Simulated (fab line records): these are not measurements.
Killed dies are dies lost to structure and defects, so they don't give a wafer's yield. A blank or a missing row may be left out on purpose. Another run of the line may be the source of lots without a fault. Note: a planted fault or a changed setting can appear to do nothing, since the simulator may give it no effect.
A lot that was struck, set against a sound lot || flow nandHarc || 15 out of 1302 route steps
Sound: these wafers, L703.3, L703.4, L703.5. The struck wafers were L714.1, L714.4, L714.6. The cause comes at the end.
At each step with rows: each side's tool, then ch and its chambers, then its first start. Under that, the readings that differ: sound wafers || struck wafers || difference of the means || sigmas: that difference in standard deviations of wafers without a fault.
alike: same words and numbers on both sides, and readings whose means sit less than 2 such deviations apart. not compared: any withheld reading, any reading some wafer has no value for, any bound like >300 that may hide the same value, and any number with overlapping values for which the record gives no deviation.
A row with sigmas, a row that says differs or no value, or rows on one side alone: a step with any of these is where the two part. Numbers that have no deviation but don't overlap get no sigmas and don't part them. Lack of a reading on every wafer of one side parts them only where that side has two or more wafers.

NHARC_A_DECK1_JOINT_ETCHBACK_00: etches the open film in HBr, target depth 30 nm, time 17.4 s.
  sound on rieSi-01 ch 0,1,3, day 15 20:30; struck on rieSi-01 ch 0,1, day 20 09:55
  alike: drypumpMotorCurrentA, oesProductAu, throttleValvePct
  not compared: rfHoursCounterH
then, 8 steps without rows for these wafers: NHARC_A_DECK1_JOINT_PRECLEAN_30 (cleans in SC1); NHARC_A_DECK1_JOINT_SRD_31; NHARC_A_DECK1_JOINT_CVD_34 (deposits SiNx, target thk 20 nm); NHARC_A_DECK1_JOINT_DEP_06 (deposits SiOx, target thk 80 nm); NHARC_A_DECK1_JOINT_CURE_26 (time 32 s); NHARC_A_DECK1_JOINT_ANNEAL_27 (time 3600 s); NHARC_A_DECK1_JOINT_ANNEAL_28 (time 1800 s); NHARC_A_DECK1_JOINT_ANNEAL_29 (time 1800 s).
NHARC_A_DECK1_JOINT_CMP_02: polishes SiOx.
  sound on cmp-03 ch 2,3, day 16 18:21; struck on cmp-04 ch 2,3, day 21 10:21
  alike: edgeZonePressureFrac, motorCurrentA, slurryFilterDpKPa
  not compared: padLifeWafers
next, for these wafers, 1 step has no rows: NHARC_A_DECK1_JOINT_SRD_15.
NHARC_A_DECK1_JOINT_DEP_16: deposits SiO2, target thk 45 nm.
  sound on pecvd-04 ch 1,2, day 16 18:55; struck on pecvd-04 ch 0,1,2, day 21 10:44
  alike: heaterPowerW, throttleValvePct
NHARC_A_DECK1_JOINT_THK_MEAS_17: measures by ellipsometry.
  sound on filmMetro-01, day 16 19:10; struck on filmMetro-02, day 21 10:59
{"reading": "thkNm (nm)", "sound": "44.7 44.8 43.4", "struck": "30.6 31.5 32.1", "difference": -12.9, "sigmas": -12}
NHARC_A_DECK1_JOINT_INSPECT_05:
  sound on defectInspect-02, day 16 19:13; struck on defectInspect-02, day 21 11:02
  alike: rawDefectCount
next, for these wafers, 1 step has no rows: NHARC_END_SORT_01.

== WHERE THEY PART ==
Only at NHARC_A_DECK1_JOINT_THK_MEAS_17, within this record. Later steps at which nothing parts them and some readings are alike: NHARC_A_DECK1_JOINT_INSPECT_05.

WHY: what had been put in by the simulator
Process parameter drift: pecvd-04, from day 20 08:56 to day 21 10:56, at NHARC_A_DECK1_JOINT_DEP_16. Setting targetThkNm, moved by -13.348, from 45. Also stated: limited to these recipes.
